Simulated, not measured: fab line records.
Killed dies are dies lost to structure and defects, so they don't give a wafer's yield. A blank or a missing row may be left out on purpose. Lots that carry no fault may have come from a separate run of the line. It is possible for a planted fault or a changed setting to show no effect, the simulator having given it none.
Tool commonality check :: flow nand harc :: 2 lots, 6 wafers sampled

THE REASON FOR OPENING IT
On 2 of the 2 lots, a flag is raised at NHARC_END_SORT_01 on the reading killed at array. No-fault wafers: 58, standard deviation 20.
Rule: a lot gets a flag if all its wafers with a number sit over 4 standard deviations from that mean, or if no wafer of it has a number. All remaining lots are regarded as sound.

lot: L428
measured: day 29 16:34
on: prober-01
killed at array, wafer by wafer: 673 673 665
flag: FLAGGED

lot: L430
measured: day 31 04:09
on: prober-01
killed at array, wafer by wafer: 673 671 673
flag: FLAGGED
Average over the flagged lots: 671; offset from the usual +613, equal to +31 standard deviations.

LOT BY LOT: THE TOOL USED
4 process steps preceding the reading are held in the record, out of 1302 steps in the route. Read each cell as the tool, then ch plus the chambers that the sampled wafers visited, then the start.
lot: L428
flag: FLAGGED
NHARC_A_CONTACT_ETCH_31: rie diel-04 ch 0,3, day 27 09:40 or earlier
NHARC_A_CONTACT_ETCH_136: har cap etch-02 ch 0,1, day 27 09:40
NHARC_A_CONTACT_CVD_19: cvd w-01 ch 0,1, day 27 12:26
NHARC_A_CONTACT_CMP_20: cmp-03 ch 0,1,3, day 27 13:22

lot: L430
flag: FLAGGED
NHARC_A_CONTACT_ETCH_31: rie diel-06 ch 0,1,2, day 29 04:49 or earlier
NHARC_A_CONTACT_ETCH_136: har cap etch-03 ch 0,1, day 29 04:49
NHARC_A_CONTACT_CVD_19: cvd w-01 ch 0,1, day 29 07:46
NHARC_A_CONTACT_CMP_20: cmp-02 ch 0,1,3, day 29 08:24
What is done by these steps:
- NHARC_A_CONTACT_ETCH_31: etches the open film in O2/COS, target depth 2800 nm, time 728 s.
- NHARC_A_CONTACT_ETCH_136: etches the open film in C4F8/O2/Ar, time 311 s, target depth 1912 nm.
- NHARC_A_CONTACT_CVD_19: deposits W, target thk 300 nm, time 802 s.
- NHARC_A_CONTACT_CMP_20: polishes, t overpolish 30 s, target thk 300 nm.
- NHARC_END_SORT_01

FLAGGED OVER TOTAL, TOOL BY TOOL (the gauges that took the reading come last)
step: NHARC_A_CONTACT_ETCH_31
tool: rie diel-04
lots run: 1
flagged: 1
share of the flagged lots: some
sound lots run after its first flagged lot: 0

step: NHARC_A_CONTACT_ETCH_31
tool: rie diel-06
lots run: 1
flagged: 1
share of the flagged lots: some
sound lots run after its first flagged lot: 0

step: NHARC_A_CONTACT_ETCH_136
tool: har cap etch-02
lots run: 1
flagged: 1
share of the flagged lots: some
sound lots run after its first flagged lot: 0

step: NHARC_A_CONTACT_ETCH_136
tool: har cap etch-03
lots run: 1
flagged: 1
share of the flagged lots: some
sound lots run after its first flagged lot: 0

step: NHARC_A_CONTACT_CVD_19
tool: cvd w-01
lots run: 2
flagged: 2
share of the flagged lots: all
sound lots run after its first flagged lot: 0

step: NHARC_A_CONTACT_CMP_20
tool: cmp-02
lots run: 1
flagged: 1
share of the flagged lots: some
sound lots run after its first flagged lot: 0

step: NHARC_A_CONTACT_CMP_20
tool: cmp-03
lots run: 1
flagged: 1
share of the flagged lots: some
sound lots run after its first flagged lot: 0

step: NHARC_END_SORT_01
tool: prober-01
lots run: 2
flagged: 2
share of the flagged lots: all
sound lots run after its first flagged lot: 0
With no start given for some of its lots, NHARC_A_CONTACT_ETCH_31 uses the hours and lot order of NHARC_A_CONTACT_ETCH_136.

WHAT IS ALLOWED BY THE TABLE
Rows of the table that ran all the flagged lots, 2 in number: cvd w-01 at NHARC_A_CONTACT_CVD_19; prober-01 at NHARC_END_SORT_01.
- cvd w-01 at NHARC_A_CONTACT_CVD_19 ran 2 lots, 2 of them flagged. No sound lot ran on it before its first flagged lot in this sample; the start therefore can't be narrowed down.
- prober-01 at NHARC_END_SORT_01 ran 2 lots, 2 of them flagged. No sound lot ran on it before its first flagged lot in this sample; the start therefore can't be narrowed down.
Counting lots can't tell these 2 tools apart, because each fits a fault that began at some hour. More lots, or a look at what each step does to the wafer, might.

WHAT HAD BEEN PUT IN BY THE SIMULATOR
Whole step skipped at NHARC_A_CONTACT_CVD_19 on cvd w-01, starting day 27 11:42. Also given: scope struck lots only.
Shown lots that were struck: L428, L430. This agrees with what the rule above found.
